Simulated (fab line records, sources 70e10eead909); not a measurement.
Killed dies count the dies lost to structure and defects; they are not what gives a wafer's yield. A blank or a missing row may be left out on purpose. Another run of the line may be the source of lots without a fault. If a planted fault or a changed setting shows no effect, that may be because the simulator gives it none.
Which of the tools did it? | flow nand harc | 12 lots, 36 wafers sampled, at 6 steps of a route of 1302

## WHAT THE GAUGES SHOWED, per wafer
NHARC_A_SGD_CUT_CD_MEAS_09: the cd target is 100 nm. Usual: 99.8 nm for cd nm, sd 0.46.
lot  | measured     | on        | cd nm (nm)        | flag
L731 | day 19 19:59 | cd sem-02 | 100.3 100.0 99.8  |
L730 | day 20 04:01 | cd sem-02 | 99.8 100.0 99.6   |
L733 | day 20 03:50 | cd sem-02 | 100.1 100.2 99.3  |
L735 | day 20 18:31 | cd sem-01 | 100.0 100.2 99.7  |
L736 | day 21 13:24 | cd sem-02 | 100.0 99.8 100.5  |
L739 | day 23 03:08 | cd sem-03 | 100.6 101.6 100.7 |
L740 | day 23 17:35 | cd sem-02 | 99.4 99.2 99.7    |
L743 | day 25 02:19 | cd sem-02 | 99.5 100.4 99.5   |
L745 | day 25 20:29 | cd sem-03 | 99.3 100.3 99.5   |
L749 | day 27 03:50 | cd sem-02 | 99.3 100.2 100.8  |
L748 | day 27 04:13 | cd sem-02 | 99.2 99.9 99.3    |
L752 | day 29 02:41 | cd sem-01 | 99.7 99.9 100.0   |

NHARC_A_SGD_CUT_OVL_MEAS_10. Usual: overlay x nm 0.3 nm, standard deviation 0.79; overlay y nm 0.1 nm, standard deviation 0.76.
lot  | measured     | on         | overlay x nm (nm) | overlay y nm (nm) | flag
L731 | day 19 20:04 | overlay-01 | 1.0 1.1 1.2       | 0.6 0.8 0.6       |
L730 | day 20 04:05 | overlay-02 | 0.4 0.9 1.1       | 1.2 0.9 0.8       |
L733 | day 20 03:55 | overlay-01 | 1.6 1.4 1.8       | 0.0 0.2 -0.1      |
L735 | day 20 18:36 | overlay-01 | 0.5 0.2 0.9       | 1.3 1.3 0.4       |
L736 | day 21 13:29 | overlay-02 | -0.4 -0.2 -0.6    | -0.4 0.6 0.0      |
L739 | day 23 03:13 | overlay-01 | 1.9 0.7 1.2       | 0.5 0.3 -0.3      |
L740 | day 23 17:41 | overlay-01 | 0.4 0.8 0.6       | 0.5 0.4 0.4       |
L743 | day 25 02:23 | overlay-01 | 0.4 -0.7 -0.5     | 0.3 0.1 -0.3      |
L745 | day 25 20:34 | overlay-02 | 0.1 0.1 -0.3      | 0.4 0.1 0.3       |
L749 | day 27 03:55 | overlay-01 | 0.7 -0.2 -0.1     | 0.9 0.9 0.8       |
L748 | day 27 04:18 | overlay-02 | 1.4 0.4 1.3       | 0.8 0.9 0.7       |
L752 | day 29 02:46 | overlay-02 | 0.4 -0.1 -0.1     | -1.1 -0.6 -0.5    |

NHARC_END_SORT_01. Usual: killed at array 58, standard deviation 20; killed at other 0.8, standard deviation 1; killed at periphery 4.6, standard deviation 2.8; killed dies 63, standard deviation 19; killed open 3.4, standard deviation 2; killed short 2.4, standard deviation 1.8.
lot  | measured     | on        | killed at array | killed at other | killed at periphery | killed dies | killed open | killed short | flag
L731 | day 25 05:03 | prober-02 | 74 68 76        | 1 0 0           | 4 8 3               | 79 76 79    | 2 5 1       | 3 2 1        |
L730 | day 25 06:40 | prober-01 | 54 63 42        | 1 0 0           | 6 4 7               | 61 67 49    | 4 1 3       | 0 7 2        |
L733 | day 25 12:03 | prober-01 | 62 47 81        | 0 2 1           | 2 4 2               | 64 53 84    | 2 9 4       | 1 6 4        |
L735 | day 25 21:42 | prober-02 | 73 67 63        | 1 1 5           | 3 8 7               | 77 76 75    | 8 4 2       | 1 1 7        |
L736 | day 27 00:28 | prober-01 | 82 43 65        | 0 0 0           | 7 7 6               | 89 50 71    | 1 2 3       | 3 2 1        |
L739 | day 28 08:26 | prober-02 | 47 59 47        | 2 1 1           | 6 3 5               | 55 63 53    | 6 2 1       | 1 0 2        |
L740 | day 29 14:43 | prober-01 | 39 42 42        | 0 0 2           | 4 5 7               | 43 47 51    | 6 4 4       | 1 4 3        |
L743 | day 30 06:06 | prober-02 | 89 75 97        | 0 2 0           | 4 6 0               | 93 83 97    | 5 9 3       | 1 0 1        |
L745 | day 30 21:44 | prober-01 | 108 105 91      | 1 2 0           | 3 3 6               | 112 110 97  | 4 3 7       | 2 1 2        |
L749 | day 33 10:17 | prober-02 | 146 100 153     | 1 0 1           | 1 1 1               | 148 101 155 | 0 3 2       | 3 0 1        | OFF
L748 | day 33 09:01 | prober-01 | 146 155 123     | 1 1 0           | 2 4 9               | 149 160 132 | 3 0 6       | 4 1 2        | OFF
L752 | day 34 11:13 | prober-02 | 71 71 72        | 0 2 0           | 4 6 7               | 75 79 79    | 0 4 2       | 0 6 2        |

## WHICH TOOL RAN EACH LOT (tool, then ch and the chambers of the sampled wafers, then the start)
lot  | NHARC_A_STAIRCASE_ETCH_232         | NHARC_A_SGD_CUT_DEP_00          | NHARC_A_SGD_CUT_ETCH_58
L731 | rie diel-06 ch 0,3, day 16 18:11   | pecvd-02 ch 0,2, day 19 19:16   | rie diel-05 ch 1,2,3, day 19 20:16
L730 | rie diel-04 ch 2,3, day 17 04:55   | pecvd-02 ch 0,1,2, day 20 03:22 | rie diel-12 ch 0,1, day 20 04:16
L733 | rie diel-04 ch 0,1,2, day 17 06:55 | pecvd-02 ch 1,2, day 20 03:07   | rie diel-09 ch 1,2, day 20 04:07
L735 | rie diel-02 ch 0,1,3, day 17 19:44 | pecvd-02 ch 0,2, day 20 17:51   | rie diel-05 ch 0,1,3, day 20 18:47
L736 | rie diel-02 ch 0,1,2, day 18 11:29 | pecvd-02 ch 0,1,2, day 21 12:53 | rie diel-12 ch 0,2,3, day 21 13:41
L739 | rie diel-04 ch 0,3, day 20 00:19   | pecvd-03 ch 0,1, day 23 02:28   | rie diel-09 ch 0,1,3, day 23 03:25
L740 | rie diel-06 ch 0,2, day 20 22:08   | pecvd-01 ch 0,1,2, day 23 17:01 | rie diel-09 ch 0,3, day 23 17:52
L743 | rie diel-06 ch 0,1,3, day 22 05:22 | pecvd-03 ch 0,1, day 25 01:44   | rie diel-12 ch 2,3, day 25 02:35
L745 | rie diel-04 ch 1,2,3, day 22 16:38 | pecvd-03 ch 0,2, day 25 19:47   | rie diel-05 ch 0,2,3, day 25 20:46
L749 | rie diel-02 ch 0,3, day 24 03:31   | pecvd-02 ch 1,2, day 27 03:14   | rie diel-09 ch 0,1, day 27 06:31
L748 | rie diel-02 ch 1,2, day 24 03:50   | pecvd-02 ch 0,1,2, day 27 03:36 | rie diel-05 ch 2,3, day 27 07:29
L752 | rie diel-04 ch 0,2,3, day 25 16:26 | pecvd-02 ch 1,2, day 29 01:58   | rie diel-05 ch 1,3, day 29 02:58
- NHARC_A_STAIRCASE_ETCH_232: etches the open film in C4F8/O2, target depth 100 nm, time 40.5 s.
- NHARC_A_SGD_CUT_DEP_00: deposits SiNx, target thk 50 nm.
- NHARC_A_SGD_CUT_ETCH_58: etches the open film in CF4, target depth 39 nm, time 65 s.

## WHAT THE TOOLS THEMSELVES READ (means of the sampled wafers that have a number; where no wafer has one, the mark that the record gives instead)
NHARC_A_STAIRCASE_ETCH_232. Usual: oes product au 0.943 a.u., standard deviation 0.012; rf vpp V 892 V, standard deviation 5.5.
lot  | tool        | oes product au (a.u.) | rf vpp V (V) | flag
L731 | rie diel-06 | 0.942                 | 899          |
L730 | rie diel-04 | 0.929                 | 889          |
L733 | rie diel-04 | 0.931                 | 889          |
L735 | rie diel-02 | 0.950                 | 890          |
L736 | rie diel-02 | 0.953                 | 891          |
L739 | rie diel-04 | 0.932                 | 887          |
L740 | rie diel-06 | 0.938                 | 894          |
L743 | rie diel-06 | 0.947                 | 900          |
L745 | rie diel-04 | 0.931                 | 888          |
L749 | rie diel-02 | 0.935                 | 887          |
L748 | rie diel-02 | 0.952                 | 891          |
L752 | rie diel-04 | 0.946                 | 894          |

NHARC_A_SGD_CUT_DEP_00. Usual: 690 W for heater power w, sd 79.
lot  | tool     | heater power w (W) | flag
L731 | pecvd-02 | 656                |
L730 | pecvd-02 | 684                |
L733 | pecvd-02 | 701                |
L735 | pecvd-02 | 664                |
L736 | pecvd-02 | 734                |
L739 | pecvd-03 | 560                |
L740 | pecvd-01 | 749                |
L743 | pecvd-03 | 623                |
L745 | pecvd-03 | 698                |
L749 | pecvd-02 | 749                |
L748 | pecvd-02 | 696                |
L752 | pecvd-02 | 658                |

NHARC_A_SGD_CUT_ETCH_58. Usual: drypump motor current A 5.5 A, standard deviation 0.42; mfc ar sccm 0.016 sccm, standard deviation 0.013; oes product au 1.003 a.u., standard deviation 0.0094; rf vpp V 151.1 V, standard deviation 1.2; showerhead plenum p Torr 1.75 Torr, standard deviation 0.069; throttle valve pct 13.284 %, standard deviation 0.01.
lot  | tool        | drypump motor current A (A) | mfc ar sccm (sccm) | oes product au (a.u.) | rf vpp V (V) | showerhead plenum p Torr (Torr) | throttle valve pct (%) | flag
L731 | rie diel-05 | 5.2                         | 0.022              | 0.997                 | 150.1        | 1.76                            | 13.290                 |
L730 | rie diel-12 | 5.5                         | 0.013              | 0.992                 | 151.0        | 1.74                            | 13.297                 |
L733 | rie diel-09 | 6.3                         | 0.016              | 0.995                 | 152.5        | 1.83                            | 13.287                 |
L735 | rie diel-05 | 5.2                         | 0.020              | 0.999                 | 150.8        | 1.71                            | 13.275                 |
L736 | rie diel-12 | 5.6                         | 0.016              | 1.001                 | 150.5        | 1.72                            | 13.282                 |
L739 | rie diel-09 | 6.0                         | 0.000              | 1.004                 | 150.2        | 1.73                            | 13.264                 |
L740 | rie diel-09 | 5.9                         | 0.000              | 1.011                 | 150.4        | 1.69                            | 13.285                 |
L743 | rie diel-12 | 5.7                         | 0.014              | 1.007                 | 151.5        | 1.72                            | 13.286                 |
L745 | rie diel-05 | 5.2                         | 0.029              | 1.009                 | 150.8        | 1.76                            | 13.280                 |
L749 | rie diel-09 | 5.8                         | 0.000              | 0.997                 | 150.9        | 1.74                            | 13.291                 |
L748 | rie diel-05 | 5.1                         | 0.032              | 1.009                 | 151.5        | 1.80                            | 13.284                 |
L752 | rie diel-05 | 5.0                         | 0.025              | 1.002                 | 150.9        | 1.71                            | 13.292                 |

## THE ANSWER, worked out from the rows above alone
Rule: a lot is off if the mean of its wafers that have a number lies more than 3 standard deviations from the usual mean. A lot without any number at a reading at which 4 lots or more have one is off too. The other lots that the step has rows for count as sound. After the gauges, taken in route order, come the tools' own readings; for these a lot's mean is taken, as printed above. At the first step where some lot is off, the reading lying furthest off is the one used; lots without a number count as furthest.
Off: L749, L748 (NHARC_END_SORT_01, killed dies).
A tool fits if, at a process step before that reading, it ran every lot that is off, and no sound lot after the first of them. Those tools and the gauges at NHARC_END_SORT_01 are tried in the same way. One fits: NHARC_A_STAIRCASE_ETCH_232 on rie diel-02. Its last sound lot is L736 (day 18 11:29), its first lot that is off L749 (day 24 03:31): a fault that began between those two fits.

## WHAT WAS PUT IN BY THE SIMULATOR
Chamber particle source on rie diel-02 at NHARC_A_STAIRCASE_ETCH_232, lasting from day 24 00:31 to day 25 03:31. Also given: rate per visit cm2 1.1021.
Struck lots among those shown: L749, L748. The rule above reached the same finding.
